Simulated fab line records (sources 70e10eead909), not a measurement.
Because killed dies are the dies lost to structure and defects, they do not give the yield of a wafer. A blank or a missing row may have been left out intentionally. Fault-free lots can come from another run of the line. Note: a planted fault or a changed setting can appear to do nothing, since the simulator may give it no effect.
Chamber matching	flow nand-harc	3 sister chambers for NHARC_A_M0_PRE_CLEAN_31 on pecvd-04
The step time 12 s. 6 wafers are shown with their chamber, then 10 later ones without.

== WAFERS PAIRED WITH THEIR CHAMBERS ==
wafer	chamber	heater-power-w (W)	rf-fwd-power-W (W)
L084.1	2	574	292.8
L084.5	1	545	293.3
L087.1	2	586	293.5
L087.3	1	521	293.1
L088.2	0	581	293.4
L088.4	0	577	292.6

== WAFERS WITHOUT THEIR CHAMBER ==
wafer	heater-power-w (W)	rf-fwd-power-W (W)
L088.6	615	293.2
L089.2	575	291.4
L089.3	597	292.4
L089.6	588	290.6
L093.2	633	291.8
L093.3	585	293.7
L093.6	509	293.3
L095.1	589	292.9
L095.3	534	294.0
L095.4	529	293.5

== THE CHAMBER EACH PASSED THROUGH ==
wafer	from the rows above	in truth
L088.6	can't be placed: 2 or 0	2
L089.2	can't be placed: 0 or 2 or 1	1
L089.3	can't be placed: 0 or 2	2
L089.6	can't be placed: 0 or 2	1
L093.2	can't be placed: 0 or 2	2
L093.3	can't be placed: 2 or 0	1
L093.6	1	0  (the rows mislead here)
L095.1	can't be placed: 0 or 2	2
L095.3	1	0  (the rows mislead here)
L095.4	1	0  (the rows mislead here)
0 of 10 placed correctly. Cannot be placed on the basis of these rows: 7; the candidates contain the true chamber in 5. Number placed wrongly: 3.
How it was worked out, from the rows above alone: a wafer's distance from a chamber is the root of the sum, over the readings, of the square of ((its reading less the chamber's mean) divided by the reading's scatter). The wafer belongs to the nearest chamber; if the next one is less than 2 further off, it can't be placed. A chamber's mean is the mean of its shown wafers. The scatter is the square root of a quotient: the sum, over the shown wafers, of each reading's squared deviation from its chamber's mean, divided by wafers minus chambers.
